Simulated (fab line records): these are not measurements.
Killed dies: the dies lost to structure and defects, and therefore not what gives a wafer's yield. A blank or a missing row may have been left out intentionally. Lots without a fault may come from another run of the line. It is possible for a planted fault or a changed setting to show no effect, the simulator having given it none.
Matching of chambers	flow nandHarc	rieDiel-12 running NHARC_A_STAIRCASE_HM_OPEN_457: 4 sister chambers
The step chemistry O2/COS. 4 wafers are shown with their chamber, then 7 later ones without.

WAFERS PAIRED WITH THEIR CHAMBERS
wafer	chamber	showerheadPlenumPTorr (Torr)
L101.1	3	3.25
L106.6	1	3.22
L112.2	2	2.98
L112.5	0	3.37

WAFERS WHOSE CHAMBER IS MISSING
wafer	showerheadPlenumPTorr (Torr)
L112.6	3.23
L119.2	2.97
L119.3	3.19
L119.4	3.35
L121.2	2.96
L121.4	3.35
L121.5	3.19

WHICH CHAMBER EACH WENT THROUGH
wafer	from the rows above	in truth
L112.6	can't be placed: 1 or 3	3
L119.2	2	2
L119.3	can't be placed: 1 or 3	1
L119.4	0	0
L121.2	2	2
L121.4	0	0
L121.5	can't be placed: 1 or 3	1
Correctly placed: 4 of 7. From these rows, 3 cannot be placed; in 3 the true chamber is one of the candidates. Wrongly placed: 0.
How it was worked out, from the rows above alone: a wafer's distance from a chamber is the root of the sum, over the readings, of the square of ((its reading less the chamber's mean) divided by the reading's scatter). If the next closest chamber is less than 2 further off than the closest, the wafer can't be placed; otherwise it belongs to the closest. For every chamber, the mean is computed from those of its wafers that are shown. The scatter (one wafer shown for each chamber): square how far every hidden wafer sits from the nearest shown wafer, average those squares and take the square root.
